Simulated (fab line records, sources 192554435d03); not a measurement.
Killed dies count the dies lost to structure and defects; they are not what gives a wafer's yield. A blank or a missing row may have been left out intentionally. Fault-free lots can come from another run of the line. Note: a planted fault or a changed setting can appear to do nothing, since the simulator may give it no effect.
Code-filled problem report in 8D (eight disciplines) form ; flow n5 finfet ; the parts of the form that need people (team, actions taken, sign-off) are left out

## 1. WHAT IS WRONG
At N5_BEOL_M5_EXPOSE_08, exposure dose mJ cm2 averages 34.98 over 6 wafers from 2 lots, while fault-free wafers read 35.70, standard deviation 0.056. That is -13 standard deviations from the usual mean.
The step: exposes mask M5, target cd 28 nm.
First observed at day 10 19:05: wafer L665.3, on euv scanner-02. At this step, 34 wafers from 12 lots have a number in the record. By rule, "out" or "out of limits" means more than 4 standard deviations away from the usual mean. The other wafers with a number count as sound.

## 2. WHAT THIS IS AND IS NOT
question;is;is not
which readings at this step;exposure dose mJ cm2;focus offset nm
which lots;L665, L669;L654, L655, L658, L659, L661, L663, L664, L675, L676, L677
which wafers of those lots;all that have a number;-
read on which tools;euv scanner-02;euv scanner-01
when;from day 10 19:05;"up to then (20 sound wafers); but 8 sound wafers of L675, L676, L677 came after"

## 3. WHAT RULES OUT EACH SUSPECT
Counting: a tool at any process step up to the reading remains a suspect when it ran all the lots that are out and ran no sound lot after the first of those.
- pvd sputter-02 at N5_BEOL_M4_ANNEAL_91 (time 240 s): ruled out as a lasting fault. After its first lot that is out, L665 (day 10 14:55), sound lots L675, L677 ran on it.
- pvd sputter-02 at N5_BEOL_M4_SPUTTER_96 (material Cu, target thk 4.5 nm, time 8.29 s): ruled out as a lasting fault. After its first lot that is out, L665 (day 10 15:30), sound lots L675, L677 ran on it.
- euv scanner-02 at N5_BEOL_M5_EXPOSE_08 (exposes mask M5, target cd 28 nm): kept. Every lot that is out went through it, starting with L665 (day 10 19:05), and after that it ran no sound lot; the last sound lot it ran before then is L664 (day 10 16:47). Its own readings are out on those wafers: exposure dose mJ cm2.
Remaining after the count: euv scanner-02 at N5_BEOL_M5_EXPOSE_08.

## 4. THE CAUSE (what the simulator had put in)
Process parameters drifting: euv scanner-02 at N5_BEOL_M5_EXPOSE_08, beginning at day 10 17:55. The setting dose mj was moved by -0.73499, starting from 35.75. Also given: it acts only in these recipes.
After counting, this tool was the only one left.

## 5. THE CHAIN OF EFFECTS, in route order
Rows list readings where the struck wafers' mean (over those with a number) sits beyond 3 standard deviations from the usual. Readings are gone through only where the record gives a usual standard deviation; hours: the median, over the lots, of the time from a lot's start at the first step in this table giving one to that lot's start at this step; sigmas: the change measured in usual standard deviations.
hours;step;reading;usual;on struck wafers;change;sigmas
0;N5_BEOL_M5_EXPOSE_08;exposure dose mJ cm2;35.70;34.98;-0.72;-13
It contains these process steps:
- N5_BEOL_M5_EXPOSE_08: exposes mask M5, target cd 28 nm.
Later steps that measure or inspect, where all struck wafers having a row at the step show a number for every such reading and not one has moved that far: N5_BEOL_M5_INSPECT_13.

## 6. WHAT WOULD HAVE CAUGHT IT SOONER
In this record the first reading out of limits was taken at day 10 19:05, 1 hour after the fault began at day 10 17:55.
